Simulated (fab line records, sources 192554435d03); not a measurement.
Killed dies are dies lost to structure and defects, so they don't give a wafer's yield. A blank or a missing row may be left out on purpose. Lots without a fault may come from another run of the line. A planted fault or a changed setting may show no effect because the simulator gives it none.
One fault seen from 2 desks | flow n5_finfet | each desk has only its own numbers; what lay behind them comes last

THE METROLOGY DESK
What the gauges read, lot by lot, whatever tool the lot ran on: means of the sampled wafers that have a number. A lot is out of limits, marked OUT, if its mean lies more than 4 standard deviations from the usual mean; the brackets give that distance. Of its 18 readings 7 are shown: the one that was out of limits first, and those that lie furthest out on some lot.
Columns: A = IOFF_N_LONG at N5_BEOL_M4_RC_MEAS_101, usual 5.47e-05 nA/um; B = VT_N at N5_BEOL_M4_RC_MEAS_101, usual 250 mV; C = VT_N_LONG at N5_BEOL_M4_RC_MEAS_101, usual 275.1 mV; D = VT_N_LVT at N5_BEOL_M4_RC_MEAS_101, usual 98 mV; E = VT_P at N5_BEOL_M4_RC_MEAS_101, usual -250 mV; F = VT_P_LONG at N5_BEOL_M4_RC_MEAS_101, usual -275 mV; G = VT_P_LVT at N5_BEOL_M4_RC_MEAS_101, usual -98 mV
lot  | first seen here | A                  | B   | C                | D   | E    | F    | G
L373 | day 8 10:38     | 5.29e-05           | 255 | 277.0            | 102 | -257 | -279 | -104
L374 | day 9 04:32     | 5.51e-05           | 251 | 275.0            | 101 | -250 | -274 | -98
L375 | day 9 11:28     | 5.25e-05           | 253 | 276.6            | 102 | -252 | -274 | -101
L384 | day 11 20:53    | 1.06e-04 (+20) OUT | 237 | 259.3 (-6.9) OUT | 84  | -264 | -285 | -110
L387 | day 12 04:52    | 4.94e-05           | 253 | 278.4            | 102 | -252 | -280 | -102
L389 | day 12 22:58    | 5.68e-05           | 245 | 272.7            | 94  | -248 | -277 | -96
L391 | day 13 09:13    | 5.18e-05           | 250 | 276.5            | 99  | -252 | -279 | -101
L395 | day 14 05:49    | 5.33e-05           | 248 | 276.4            | 97  | -251 | -275 | -98
L394 | day 14 06:13    | 5.15e-05           | 254 | 277.7            | 103 | -252 | -277 | -102
L396 | day 15 04:48    | 5.47e-05           | 245 | 276.2            | 94  | -245 | -275 | -96
This desk's finding: out of limits on L384; first on L384, day 11 20:53 (IOFF_N_LONG at N5_BEOL_M4_RC_MEAS_101). In limits: L373, L374, L375, L387, L389, L391, L395, L394, L396.

THE TOOL OWNER'S DESK: ald_metal-01
The tool's own readings at N5_HKMG_FIN_ALD_91 (deposits TiN, target thk 1 nm, pulse time 1 s, purge time 3 s): means of the sampled wafers that have a number, for each lot that ran on this tool. A lot is out of limits, marked OUT, if its mean lies more than 4 standard deviations from the usual mean; the brackets give that distance.
Columns: A = heater_power_w at N5_HKMG_FIN_ALD_91, usual 852 W; B = precursor_pulse_height_rel at N5_HKMG_FIN_ALD_91, usual 0.997
lot  | first seen here | A   | B
L384 | day 7 05:18     | 876 | 0.988
This desk's finding: nothing out of limits on the one lot.

PUT TOGETHER
The metrology desk could have raised an alarm at day 11 20:53, on L384.
The tool owner's desk saw nothing out of limits.
The tool owner's desk has L384 on record, within its limits.
Of the lots named, all ran N5_HKMG_FIN_ALD_91 on ald_metal-01.

WHAT THE SIMULATOR HAD PUT IN
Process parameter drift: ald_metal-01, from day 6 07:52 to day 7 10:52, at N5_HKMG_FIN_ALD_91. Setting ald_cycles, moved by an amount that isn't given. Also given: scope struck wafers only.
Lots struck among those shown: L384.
Hours from the fault's start to each desk's first reading out of limits: the metrology desk, 133.
